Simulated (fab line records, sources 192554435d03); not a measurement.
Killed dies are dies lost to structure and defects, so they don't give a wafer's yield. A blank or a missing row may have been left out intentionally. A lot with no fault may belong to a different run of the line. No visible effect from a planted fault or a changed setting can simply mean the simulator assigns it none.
fab line records	flow n5-finfet	part 1 of 2: steps 1 to 4 of 6
record: lots: 24	wafers: 72	last-day: 18
route steps=1938 shown SDB@347 HKMG_FIN@413
lots untouched by any fault: they come from a run of this same line in which no faults occurred
start-h: hours from the record's opening day to when the first of the lot's shown wafers began	wait-h: hours elapsed since this lot's preceding step	" same as the row above	L1.1+2: several wafers, shown together as one row	- either no value or no given start	* or withheld: withheld	< > ~ a bound
route shown NAME@n: a module of which the file shows steps, and the number in the route of the first	usual: average and standard deviation across the fault-free wafers	same: alike in all rows	chamber/n: place in a boat	sites: each site's reading	_std_site: the values' standard deviation	_edge_site: outer sites' mean less inner sites'	radius-mm: for every site, how far away it sits from the centre of the wafer	mask NAME#n: copy n	behind: the tool/chamber that last shaped the wafer	hold: why the lot was held/for how many hours/how that ended	device: names the non-switching transistor (n, p or np)	end of line: at the end of the route, the tests of the same wafers	a step without rows: its recipe alone	killed: at the first sort, the dies lost to defects and structure; wafer yield is something else	map: a wafer's dies, marking killed ones x, the rest . and places with no die _
set.NAME: the run value of the setting; set.NAME@STEP: its run value at that earlier step	model.NAME: the simulator's own value behind a step, which no gauge read
one table for each step of the route and one row for each wafer, over a sample of lots
services: when a tool's chamber went out of use (start-h, in hours from the record's first day, below 0 if earlier), for how many hours, and the reason
== steps ==
step: N5_SDB_HM_DEP_00
recipe: material: SiNx	target-thk-a: 400	temp-c: 400	precursor: SiH4/NH3/N2	pressure-torr: 1.5	rf-w: 300	time-s: 35.3
usual: chamber-pressure-Torr: 1.500/0.0031	heater-power-outer-w: 434/44	heater-power-w: 721/61	showerhead-plenum-p-Torr: 5.12/0.078	susceptor-temp-C: 399.98/0.23	throttle-valve-pct: 39.9/1.8
lot.wafer	tool	chamber	start-h	wait-h	chamber-pressure-Torr	heater-power-outer-w	heater-power-w	showerhead-plenum-p-Torr	susceptor-temp-C	throttle-valve-pct
L074.2	pecvd-01	1	65.25	0.0	1.495	466	781	5.14	399.96	41.8
L074.5	"	0	"	"	1.501	440	780	5.13	400.31	39.0
L074.6	"	1	"	"	1.491	478	812	5.13	399.87	41.4
L075.3	pecvd-04	0	69.94	0.0	1.499	473	710	5.02	399.72	38.4
L075.4	"	1	"	"	1.500	420	752	5.05	400.00	40.9
L075.6	"	0	"	"	1.503	473	693	5.00	399.84	38.3
L076.1	pecvd-04	0	76.75	0.0	1.499	472	723	5.00	400.00	38.5
L076.3	"	2	"	"	1.500	451	711	5.22	400.07	39.7
L076.5	"	1	"	"	1.498	433	723	5.04	400.22	40.7
L077.1	pecvd-02	2	83.56	0.0	1.500	433	661	5.15	399.74	37.6
L077.2	"	1	"	"	1.503	408	726	5.00	399.93	39.7
L077.3	"	0	"	"	1.499	393	651	5.14	400.02	38.7
L078.1	pecvd-01	1	92.01	0.0	1.501	398	697	5.14	400.17	41.5
L078.5	"	1	"	"	1.500	397	711	5.15	400.28	41.5
L078.6	"	0	"	"	1.501	432	732	5.11	400.30	38.9
L079.3	pecvd-04	1	94.31	0.0	1.494	456	773	5.03	399.64	40.7
L079.5	"	0	"	"	1.506	468	703	5.01	399.99	38.5
L079.6	"	1	"	"	1.499	458	781	5.05	399.71	40.9
L080.3	pecvd-02	1	102.09	0.0	1.496	441	747	5.02	400.07	39.6
L080.4	"	2	"	"	1.496	458	695	5.15	399.96	37.5
L080.6	"	1	"	"	1.497	343	612	5.01	399.63	39.5
L081.3	pecvd-01	2	105.40	0.0	1.498	350	641	5.24	399.96	43.6
L081.4	"	2	"	"	1.494	352	655	5.23	400.16	43.4
L081.5	"	1	"	"	1.496	456	764	5.16	399.72	41.2
L082.2	pecvd-01	1	111.68	0.0	1.504	503	810	5.14	399.98	41.4
L082.3	"	2	"	"	1.504	365	678	5.24	400.22	43.2
L082.6	"	0	"	"	1.500	382	709	5.12	399.91	39.0
L083.2	pecvd-01	1	118.34	0.0	1.499	404	694	5.15	399.84	41.4
L083.5	"	1	"	"	1.503	406	717	5.15	399.82	41.5
L083.6	"	0	"	"	1.502	401	725	5.12	399.96	38.8
L084.1	pecvd-02	2	128.89	0.0	1.500	521	775	5.16	399.85	37.4
L084.3	"	0	"	"	1.499	391	616	5.12	400.47	38.3
L084.5	"	2	"	"	1.500	516	750	5.16	400.22	37.6
L085.1	pecvd-01	0	136.90	0.0	1.505	488	836	5.13	399.80	39.1
L085.3	"	2	"	"	1.500	441	782	5.22	400.41	43.7
L085.4	"	2	"	"	1.503	452	790	5.23	400.49	43.4
L086.2	pecvd-04	0	147.04	0.0	1.500	481	732	5.00	400.24	38.5
L086.4	"	0	"	"	1.502	483	724	5.01	400.04	38.3
L086.5	"	2	"	"	1.503	457	744	5.22	399.54	40.1
L087.1	pecvd-01	0	164.52	0.0	1.502	482	803	5.12	400.17	39.2
L087.4	"	1	"	"	1.501	478	860	5.15	400.01	41.6
L087.5	"	2	"	"	1.504	381	701	5.22	400.15	43.6
L088.2	pecvd-02	2	164.68	0.0	1.500	510	769	5.17	400.00	37.6
L088.5	"	0	"	"	1.503	417	683	5.13	399.79	38.4
L088.6	"	2	"	"	1.497	525	766	5.16	399.78	37.6
L089.1	pecvd-02	1	166.85	0.0	1.502	387	696	5.01	399.68	39.6
L089.4	"	1	"	"	1.501	384	689	4.99	400.07	39.7
L089.6	"	0	"	"	1.497	355	570	5.13	399.66	38.2
L090.2	pecvd-02	1	170.60	0.0	1.501	403	682	5.01	399.92	39.5
L090.4	"	1	"	"	1.508	398	698	5.01	399.91	39.5
L090.5	"	0	"	"	1.501	372	618	5.15	399.88	38.4
L091.2	pecvd-01	1	171.60	0.0	1.499	502	839	5.14	399.73	41.5
L091.5	"	1	"	"	1.499	512	872	5.14	399.72	41.4
L091.6	"	2	"	"	1.498	448	775	5.24	400.11	43.3
L092.4	pecvd-01	0	174.87	0.1	1.499	440	748	5.12	400.47	39.0
L092.5	"	2	"	"	1.498	445	763	5.22	400.13	43.3
L092.6	"	1	"	"	1.498	428	744	5.15	400.08	41.4
L093.1	pecvd-02	1	182.18	0.0	1.506	385	660	5.01	399.81	39.5
L093.2	"	2	"	"	1.499	492	771	5.16	400.19	37.7
L093.6	"	2	"	"	1.499	494	756	5.16	400.40	37.7
L094.1	pecvd-04	0	185.46	0.0	1.491	426	644	5.02	399.92	38.4
L094.4	"	0	"	"	1.499	427	631	5.01	399.87	38.3
L094.5	"	1	"	"	1.498	464	769	5.05	399.97	40.7
L095.1	pecvd-04	1	192.59	0.0	1.501	386	676	5.06	399.85	40.9
L095.3	"	0	"	"	1.491	421	660	5.00	399.87	38.6
L095.4	"	2	"	"	1.497	448	723	5.23	400.09	40.5
L096.3	pecvd-02	2	197.83	0.0	1.497	509	753	5.17	400.50	37.7
L096.4	"	1	"	"	1.501	337	609	5.01	399.95	39.5
L096.6	"	0	"	"	1.501	396	640	5.12	400.17	38.6
L097.2	pecvd-04	1	209.58	0.0	1.492	459	799	5.07	399.91	40.9
L097.3	"	2	"	"	1.499	433	712	5.25	399.85	40.2
L097.5	"	2	"	"	1.504	428	707	5.23	399.85	40.4
step: N5_SDB_CMP_30
recipe: stop-on: poly-Si	t-overpolish-s: 1.54	post-cmp-clean: alkaline-brush	down-force-psi: 4.1491	platen-rpm: 51.796	pad-velocity-m-s: 1.0306	target-thk-nm: 30
usual: motor-current-A: 12.5/0.77	overpolish-run-s: 1.542/0.01	time-to-endpoint-s: 15.9/2.3
lot.wafer	tool	chamber	start-h	wait-h	motor-current-A	overpolish-run-s	time-to-endpoint-s
L074.2	cmp-02	1	69.33	1.4	12.7	1.533	16.7
L074.5	"	1	"	"	13.4	1.541	18.1
L074.6	"	2	"	"	11.6	1.535	15.5
L075.4	cmp-02	3	73.92	1.4	13.2	1.541	17.4
L075.3	"	2	"	"	12.6	1.562	16.6
L075.6	"	0	"	"	12.0	1.536	13.4
L076.3	cmp-03	0	80.73	1.4	13.0	1.553	16.1
L076.1	"	2	"	"	11.6	1.554	12.9
L076.5	"	3	"	"	12.6	1.537	18.1
L077.2	cmp-03	0	87.51	1.4	12.9	1.544	17.5
L077.3	"	1	"	"	12.8	1.540	14.0
L077.1	"	3	"	"	12.7	1.533	16.8
L078.1	cmp-02	0	96.52	1.5	12.1	1.547	12.6
L078.6	"	1	"	"	13.5	1.552	16.3
L078.5	"	2	"	"	11.8	1.544	13.8
L079.3	cmp-03	3	98.73	1.5	11.8	1.539	16.5
L079.5	"	0	"	"	13.3	1.532	14.7
L079.6	"	1	"	"	12.9	1.534	13.4
L080.4	cmp-03	0	106.34	1.6	13.3	1.541	13.7
L080.3	"	1	"	"	13.5	1.532	11.6
L080.6	"	3	"	"	12.3	1.545	14.2
L081.4	cmp-04	0	109.47	1.4	12.7	1.557	15.7
L081.3	"	3	"	"	11.9	1.551	21.3
L081.5	"	0	"	"	13.4	1.542	16.5
L082.3	cmp-02	0	116.74	1.5	11.9	1.540	13.7
L082.2	"	1	"	"	13.4	1.533	17.1
L082.6	"	0	"	"	11.9	1.538	13.5
L083.2	cmp-03	2	122.58	1.4	11.7	1.541	13.3
L083.6	"	1	"	"	13.4	1.546	14.1
L083.5	"	2	"	"	11.9	1.551	15.0
L084.3	cmp-03	1	133.00	1.4	12.3	1.548	11.9
L084.1	"	3	"	"	12.4	1.538	19.0
L084.5	"	1	"	"	13.0	1.543	15.0
L085.3	cmp-04	1	141.71	1.4	12.0	1.535	16.6
L085.4	"	2	"	"	11.5	1.532	15.2
L085.1	"	3	"	"	12.0	1.535	18.6
L086.2	cmp-02	0	151.39	1.6	12.0	1.562	13.0
L086.4	"	3	"	"	12.3	1.542	14.9
L086.5	"	1	"	"	13.2	1.541	17.5
L087.4	cmp-04	0	168.61	1.4	12.8	1.524	18.0
L087.1	"	3	"	"	11.9	1.544	17.0
L087.5	"	0	"	"	13.7	1.533	18.7
L088.2	cmp-03	1	169.88	1.4	12.9	1.538	13.9
L088.6	"	1	"	"	12.9	1.542	16.4
L088.5	"	2	"	"	12.4	1.533	14.3
L089.4	cmp-02	2	170.84	0.0	11.8	1.537	17.1
L089.1	"	0	"	"	11.5	1.555	15.7
L089.6	"	2	"	"	12.0	1.521	14.9
L090.4	cmp-04	1	174.54	0.0	11.8	1.538	18.6
L090.2	"	2	"	"	10.7	1.548	15.8
L090.5	"	1	"	"	11.8	1.553	16.2
L091.2	cmp-04	3	175.87	1.5	11.3	1.549	19.7
L091.6	"	0	"	"	12.3	1.553	16.1
L091.5	"	1	"	"	12.5	1.557	16.2
L092.4	cmp-02	0	179.27	1.5	12.1	1.517	15.0
L092.5	"	1	"	"	13.6	1.540	14.0
L092.6	"	2	"	"	12.1	1.520	15.3
L093.1	cmp-02	1	186.87	1.4	13.2	1.554	17.2
L093.2	"	0	"	"	11.9	1.540	17.5
L093.6	"	2	"	"	11.7	1.526	16.8
L094.4	cmp-04	3	189.52	1.4	12.5	1.518	22.4
L094.1	"	1	"	"	11.8	1.525	17.2
L094.5	"	2	"	"	11.0	1.558	16.5
L095.1	cmp-03	0	196.56	1.4	13.3	1.549	14.8
L095.3	"	1	"	"	12.4	1.533	11.6
L095.4	"	3	"	"	12.6	1.545	14.0
L096.3	cmp-02	2	204.90	1.4	11.6	1.531	14.6
L096.4	"	0	"	"	11.6	1.533	12.7
L096.6	"	2	"	"	11.8	1.533	16.3
L097.2	cmp-02	2	214.76	1.5	12.1	1.544	15.7
L097.3	"	3	"	"	13.4	1.528	18.4
L097.5	"	0	"	"	11.7	1.532	14.0
step: N5_HKMG_FIN_CVD_62
recipe: material: a-Si	target-thk-a: 30	temp-c: 500	precursor: Si2H6	pressure-torr: 1	time-s: 20.8
usual: chamber-pressure-Torr: 1.0002/0.0024	heater-power-outer-w: 993/120	heater-power-w: 1526/170	susceptor-temp-C: 500.00/0.25
lot.wafer	tool	chamber	start-h	wait-h	chamber-pressure-Torr	heater-power-outer-w	heater-power-w	susceptor-temp-C
L074.2	thermal-cvd-si-01	1	73.01	0.2	1.0012	766	1231	499.56
L074.5	"	2	"	"	1.0026	1064	1632	499.70
L074.6	"	0	"	"	0.9986	1037	1587	499.84
L075.3	thermal-cvd-si-02	2	77.86	0.2	1.0046	1170	1772	500.36
L075.4	"	0	"	"	1.0020	974	1496	500.26
L075.6	"	2	"	"	1.0045	1185	1727	499.95
L076.1	thermal-cvd-si-01	0	84.36	0.2	0.9984	1061	1545	499.60
L076.3	"	1	"	"	0.9980	760	1215	499.73
L076.5	"	0	"	"	0.9966	1013	1564	499.84
L077.1	thermal-cvd-si-02	2	91.24	0.2	0.9979	1144	1693	500.18
L077.2	"	0	"	"	0.9998	974	1559	499.75
L077.3	"	1	"	"	1.0026	976	1489	499.98
L078.1	thermal-cvd-si-01	1	100.32	0.2	1.0000	773	1225	500.18
L078.5	"	0	"	"	0.9952	1011	1564	500.24
L078.6	"	2	"	"	1.0006	1022	1605	499.94
L079.3	thermal-cvd-si-02	1	102.40	0.2	0.9989	961	1423	500.13
L079.5	"	1	"	"	1.0013	967	1432	500.13
L079.6	"	0	"	"	0.9987	928	1493	500.44
L080.3	thermal-cvd-si-01	0	109.88	0.2	0.9977	1030	1596	499.31
L080.4	"	1	"	"	1.0008	793	1217	500.12
L080.6	"	0	"	"	0.9986	1059	1566	499.75
L081.3	thermal-cvd-si-02	0	113.56	0.2	0.9990	957	1545	500.04
L081.4	"	1	"	"	1.0014	990	1437	500.07
L081.5	"	2	"	"	1.0019	1135	1737	499.87
L082.2	thermal-cvd-si-01	0	120.49	0.2	0.9999	1071	1558	500.09
L082.3	"	1	"	"	1.0059	796	1209	499.82
L082.6	"	0	"	"	1.0027	1029	1539	500.09
L083.2	thermal-cvd-si-02	0	126.31	0.2	1.0005	951	1498	499.87
L083.5	"	0	"	"	1.0009	965	1527	499.87
L083.6	"	1	"	"	1.0006	990	1473	500.30
L084.1	thermal-cvd-si-01	1	136.70	0.2	0.9988	773	1248	499.74
L084.3	"	0	"	"	1.0014	1022	1540	499.74
L084.5	"	0	"	"	1.0001	1069	1577	500.09
L085.1	thermal-cvd-si-02	1	145.42	0.2	0.9981	972	1459	500.09
L085.3	"	0	"	"	0.9977	967	1492	500.08
L085.4	"	2	"	"	1.0006	1176	1748	499.91
L086.2	thermal-cvd-si-01	1	155.12	0.2	0.9992	788	1222	500.08
L086.4	"	2	"	"	0.9991	1001	1621	500.21
L086.5	"	0	"	"	0.9982	1034	1542	499.81
L087.1	thermal-cvd-si-02	2	172.28	0.2	0.9978	1163	1747	499.84
L087.4	"	2	"	"	0.9987	1156	1730	499.92
L087.5	"	1	"	"	1.0018	1000	1455	500.01
L088.2	thermal-cvd-si-01	0	173.44	0.2	1.0022	1038	1571	500.13
L088.5	"	2	"	"	1.0023	1032	1603	499.89
L088.6	"	1	"	"	1.0024	790	1257	500.11
L089.1	thermal-cvd-si-02	1	174.50	0.2	1.0017	983	1441	499.94
L089.4	"	1	"	"	0.9979	965	1438	499.72
L089.6	"	2	"	"	0.9994	1151	1756	500.17
L090.2	thermal-cvd-si-01	1	178.18	0.2	1.0021	778	1235	499.88
L090.4	"	2	"	"	1.0049	1055	1592	500.34
L090.5	"	1	"	"	1.0006	789	1241	500.29
L091.2	thermal-cvd-si-02	2	179.42	0.2	0.9951	1152	1760	500.27
L091.5	"	1	"	"	1.0003	1010	1469	499.92
L091.6	"	2	"	"	1.0029	1153	1753	500.09
L092.4	thermal-cvd-si-01	0	182.98	0.3	1.0013	1057	1599	499.69
L092.5	"	1	"	"	0.9993	785	1192	499.94
L092.6	"	2	"	"	0.9993	1062	1655	499.77
L093.1	thermal-cvd-si-02	0	190.55	0.2	0.9965	943	1557	500.10
L093.2	"	1	"	"	0.9996	979	1431	499.76
L093.6	"	2	"	"	1.0020	1173	1763	500.44
L094.1	thermal-cvd-si-01	0	193.15	0.2	0.9984	1031	1531	500.10
L094.4	"	1	"	"	1.0026	768	1275	499.57
L094.5	"	2	"	"	0.9972	1024	1604	499.81
L095.1	thermal-cvd-si-02	0	201.18	0.2	0.9988	942	1480	500.39
L095.3	"	1	"	"	0.9998	990	1432	499.75
L095.4	"	0	"	"	0.9995	979	1518	500.21
L096.3	thermal-cvd-si-01	2	209.39	0.2	1.0011	1036	1616	500.31
L096.4	"	1	"	"	0.9986	782	1215	500.26
L096.6	"	2	"	"	0.9971	1038	1602	500.26
L097.2	thermal-cvd-si-02	1	218.60	0.2	0.9994	984	1450	499.59
L097.3	"	2	"	"	0.9967	1165	1680	499.70
L097.5	"	2	"	"	1.0010	1133	1758	499.64
step: N5_HKMG_FIN_THK_MEAS_70
recipe: thk-meas-gauge: xrf	reads: HfO2_of_HKMG_FIN_HK_ALD_01
usual: HK_THK: 1.587/0.02
lot.wafer	tool	chamber	start-h	wait-h	HK_THK[nm]
L074.2	film-metro-02	-	73.69	0.2	1.573
L074.5	"	-	"	"	1.591
L074.6	"	-	"	"	1.577
L075.3	film-metro-02	-	78.54	0.2	1.587
L075.4	"	-	"	"	1.578
L075.6	"	-	"	"	1.560
L076.1	film-metro-01	-	85.09	0.2	1.578
L076.3	"	-	"	"	1.596
L076.5	"	-	"	"	1.574
L077.1	film-metro-01	-	91.93	0.2	1.588
L077.2	"	-	"	"	1.601
L077.3	"	-	"	"	1.575
L078.1	film-metro-02	-	101.12	0.2	1.551
L078.5	"	-	"	"	1.629
L078.6	"	-	"	"	1.572
L079.3	film-metro-01	-	103.20	0.2	1.573
L079.5	"	-	"	"	1.583
L079.6	"	-	"	"	1.586
L080.3	film-metro-01	-	110.57	0.2	1.580
L080.4	"	-	"	"	1.572
L080.6	"	-	"	"	1.581
L081.3	film-metro-02	-	114.24	0.2	1.564
L081.4	"	-	"	"	1.560
L081.5	"	-	"	"	1.598
L082.2	film-metro-01	-	121.42	0.2	1.551
L082.3	"	-	"	"	1.565
L082.6	"	-	"	"	1.563
L083.2	film-metro-02	-	127.01	0.2	1.592
L083.5	"	-	"	"	1.562
L083.6	"	-	"	"	1.617
L084.1	film-metro-02	-	137.38	0.2	1.592
L084.3	"	-	"	"	1.606
L084.5	"	-	"	"	1.608
L085.1	film-metro-02	-	146.10	0.2	1.609
L085.3	"	-	"	"	1.572
L085.4	"	-	"	"	1.585
L086.2	film-metro-01	-	155.82	0.2	1.577
L086.4	"	-	"	"	1.572
L086.5	"	-	"	"	1.578
L087.1	film-metro-02	-	172.95	0.2	1.596
L087.4	"	-	"	"	1.542
L087.5	"	-	"	"	1.578
L088.2	film-metro-01	-	174.12	0.2	1.615
L088.5	"	-	"	"	1.614
L088.6	"	-	"	"	1.576
L089.1	film-metro-02	-	175.19	0.2	1.575
L089.4	"	-	"	"	1.603
L089.6	"	-	"	"	1.592
L090.2	film-metro-01	-	178.95	0.2	1.588
L090.4	"	-	"	"	1.581
L090.5	"	-	"	"	1.578
L091.2	film-metro-02	-	180.15	0.2	1.600
L091.5	"	-	"	"	1.599
L091.6	"	-	"	"	1.595
L092.4	film-metro-01	-	183.68	0.2	1.606
L092.5	"	-	"	"	1.588
L092.6	"	-	"	"	1.625
L093.1	film-metro-01	-	191.23	0.2	1.573
L093.2	"	-	"	"	1.615
L093.6	"	-	"	"	1.599
L094.1	film-metro-01	-	194.01	0.2	1.599
L094.4	"	-	"	"	1.577
L094.5	"	-	"	"	1.589
L095.1	film-metro-02	-	201.86	0.2	1.601
L095.3	"	-	"	"	1.586
L095.4	"	-	"	"	1.591
L096.3	film-metro-02	-	210.09	0.2	1.576
L096.4	"	-	"	"	1.566
L096.6	"	-	"	"	1.606
L097.2	film-metro-02	-	219.28	0.2	1.607
L097.3	"	-	"	"	1.592
L097.5	"	-	"	"	1.652
